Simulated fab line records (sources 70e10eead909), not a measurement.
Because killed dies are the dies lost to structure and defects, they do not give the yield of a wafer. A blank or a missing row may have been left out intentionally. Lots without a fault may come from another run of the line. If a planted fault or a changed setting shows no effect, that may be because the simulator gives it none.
Struck lot and sound lot, side by side / flow nand harc / 17 out of 1302 route steps
Sound: wafers L919.1, L919.4, L919.6. Struck: wafers L923.1, L923.4 (left out: L923.2, a lot-mate that was not struck); the cause follows at the end.
At each step with rows: each side's tool, then ch and its chambers, then its first start. Under that, the readings that differ: sound wafers / struck wafers / difference of the means / sigmas: that difference in standard deviations of wafers without a fault.
alike: a reading whose means differ by less than 2 such deviations, as well as words and numbers matching on both sides. not compared: withheld readings; readings where some wafer has no value; bounds like >300 that might hide an equal value; numbers whose values overlap and for which the record gives no deviation.
Wherever a step has rows on one side only, a row that says differs or no value, or a row with sigmas, the two part there. Non-overlapping numbers with no deviation appear without sigmas and do not part them. Lack of a reading on every wafer of one side parts them only where that side has two or more wafers.

NHARC_A_M0_OVL_MEAS_10: pitch 160 nm.
  struck on overlay-01, day 27 12:49; sound on overlay-02, day 25 07:25
  alike: overlay x nm, overlay y nm
NHARC_A_M0_INSPECT_11:
  struck on defect inspect-02, day 27 12:51; sound on defect inspect-01, day 25 07:27
  alike: raw defect count
then, 1 step without rows for these wafers: NHARC_A_M0_DESCUM_14 (chemistry O2, time 3 s).
NHARC_A_M0_ETCH_34: etches the open film in N2/H2, target depth 40 nm, overetch 12 nm, time 43.94 s.
  sound on rie diel-10 ch 0,1,2, day 25 07:36; struck on rie diel-10 ch 1,2, day 27 13:00
  alike: chamber pressure mTorr, drypump motor current A, h2 flow sccm, oes product au, rf vpp V, showerhead plenum p Torr, throttle valve pct
  not compared: rf hours counter h
NHARC_A_M0_ETCH_15: etches the open film in C4F8/Ar, target depth 150 nm, overetch 15 nm, time 82.5 s.
  sound on rie diel-10 ch 0,1,3; struck on rie diel-10 ch 1,2
  alike: chamber pressure mTorr, oes product au, rf vpp V
  not compared: rf hours counter h
NHARC_A_M0_CD_MEAS_16:
  struck on cd sem-02, day 27 13:12; sound on cd sem-03, day 25 07:49
  alike: cd nm
then, 2 steps without rows for these wafers: NHARC_A_M0_STRIP_18 (strips in N2/H2); NHARC_A_M0_STRIP_19 (strips in post etch residue remover, time 600 s).
NHARC_A_M0_DEGAS_28: time 60 s.
  struck on pvd sputter-03, day 27 13:49; sound on pvd sputter-02, day 25 08:26
reading=susceptor temp C (C); sound=- - -; struck=249.87 249.60; difference=no value on the sound wafers; sigmas=
  alike: heater power w
then, 1 step without rows for these wafers: NHARC_A_M0_PRE_CLEAN_29 (time 30 s).
NHARC_A_M0_PVD_20: deposits TaN, target thk 5 nm, time 8.06 s.
  sound on pvd sputter-02; struck on pvd sputter-03
  alike: throttle valve pct
NHARC_A_M0_PVD_21: deposits Cu, target thk 30 nm, time 20.49 s.
  sound on pvd sputter-02; struck on pvd sputter-03
  alike: throttle valve pct
NHARC_A_M0_ECD_22: material Cu, target thk 400 nm.
  sound on ecd cu-01 ch 0,1, day 25 08:47; struck on ecd cu-02 ch 0, day 27 14:11
  alike: bath heat duty pct
then, 1 step without rows for these wafers: NHARC_A_M0_ANNEAL_30 (time 90 s).
NHARC_A_M0_CMP_23: polishes, t overpolish 20 s, target thk 113.75 nm.
  sound on cmp-04 ch 1,2, day 25 09:32; struck on cmp-03 ch 0,3, day 27 14:54
reading=time to endpoint s (s); sound=33 34 33; struck=23 18; difference=-13; sigmas=-4
  alike: motor current A
NHARC_A_M0_THK_MEAS_24: measures by xrf.
  struck on film metro-01, day 27 15:13; sound on film metro-01, day 25 09:51
  alike: thk nm
NHARC_END_SORT_01:
  here the record holds rows for the struck wafers (prober-02 ch 0, day 29 02:35) but none for the sound ones

== WHERE THEY PART ==
Last at NHARC_END_SORT_01 as far as this record goes, first at NHARC_A_M0_DEGAS_28.

WHY: what the simulator had put in
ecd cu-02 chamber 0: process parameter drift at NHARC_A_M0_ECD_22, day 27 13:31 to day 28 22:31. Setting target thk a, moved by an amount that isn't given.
